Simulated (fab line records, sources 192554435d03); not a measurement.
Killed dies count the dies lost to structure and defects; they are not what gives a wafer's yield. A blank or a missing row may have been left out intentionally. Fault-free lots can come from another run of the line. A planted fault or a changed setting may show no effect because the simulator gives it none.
8D (eight disciplines) problem report, filled in by code | flow n5-finfet | the parts of the form that need people (team, actions taken, sign-off) are left out

== 1. WHAT WENT WRONG ==
Mean of rf-fwd-power-W at N5_HKMG_FIN_ETCH_32: 1039.3 W across 6 wafers in 2 lots; on wafers with no fault it is 838.2 W (standard deviation 2.6). Measured from the usual mean, that is +77 standard deviations.
The step: etches SOC in N2/H2, target depth 240 nm, time 300 s.
The first sign was on wafer L131.2 at day 8 03:55, on rie-diel-06. The record has a number at this step for 18 wafers belonging to 6 lots. By rule, "out" or "out of limits" means more than 4 standard deviations away from the usual mean. All remaining wafers that have a number are taken as sound.

== 2. WHAT IT IS, AND WHAT IT ISN'T ==
question                    | is                       | is not
which readings at this step | rf-fwd-power-W, rf-vpp-V | oes-product-au, showerhead-plenum-p-Torr, temp-c, throttle-valve-pct
which lots                  | L131, L132               | L123, L128, L137, L138
which wafers of those lots  | all that have a number   | -
read on which tools         | rie-diel-06              | rie-diel-03, rie-diel-05
when                        | from day 8 03:55         | up to then (6 sound wafers); but 6 sound wafers of L137, L138 came after

== 3. THE SUSPECTS, EACH WITH WHAT RULES IT OUT ==
Counting: a tool at any process step up to the reading remains a suspect when it ran all the lots that are out and ran no sound lot after the first of those.
- rie-diel-06 at N5_HKMG_FIN_DESCUM_17 (chemistry O2, time 7.9 s): kept. It ran every lot that is out, first L131 (day 8 03:50), and no sound lot after that; its last sound lot up to then is L128 (day 7 11:27).
- rie-diel-06 at N5_HKMG_FIN_ETCH_31 (etches SiARC in CF4, target depth 45.5 nm, time 75.8 s): kept. It ran every lot that is out, first L131 (day 8 03:52), and no sound lot after that; its last sound lot up to then is L128 (day 7 11:29).
- rie-diel-06 at N5_HKMG_FIN_ETCH_32 (etches SOC in N2/H2, target depth 240 nm, time 300 s): kept. It ran every lot that is out, first L131 (day 8 03:55), and no sound lot after that; its last sound lot up to then is L128 (day 7 11:32). On those wafers its own readings are out: rf-fwd-power-W, rf-vpp-V.
rie-diel-06 at N5_HKMG_FIN_DESCUM_17, rie-diel-06 at N5_HKMG_FIN_ETCH_31 and rie-diel-06 at N5_HKMG_FIN_ETCH_32 are what is left after counting.

== 4. THE CAUSE (what the simulator had put in) ==
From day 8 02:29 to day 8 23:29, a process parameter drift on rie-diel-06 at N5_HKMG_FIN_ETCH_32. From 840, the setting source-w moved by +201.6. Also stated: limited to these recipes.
Counting leaves 3 suspects; this tool is one of them.

== 5. THE EFFECT CHAIN, in route order ==
Rows list readings where the struck wafers' mean (over those with a number) sits beyond 3 standard deviations from the usual. Only readings for which the record gives a usual standard deviation are gone through. hours: the time from each lot's start at the first step in this table that gives one to its start at this step, as a median over the lots. sigmas: the change in usual standard deviations.
hours | step                | reading        | usual   | on struck wafers | change | sigmas
0     | N5_HKMG_FIN_ETCH_32 | rf-fwd-power-W | 838.2 W | 1039.3           | +201.1 | +77
0     | N5_HKMG_FIN_ETCH_32 | rf-vpp-V       | 523.4 V | 488.0            | -35.4  | -17
Process steps it contains:
- N5_HKMG_FIN_ETCH_32: etches SOC in N2/H2, target depth 240 nm, time 300 s.
Later steps that measure or inspect, where all struck wafers having a row at the step show a number for every such reading and not one has moved that far: N5_BEOL_M4_RC_MEAS_101.

== 6. HOW IT WOULD HAVE BEEN CAUGHT EARLIER ==
In this record the first reading out of limits was taken at day 8 03:55, 1 hour after the fault began at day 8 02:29.
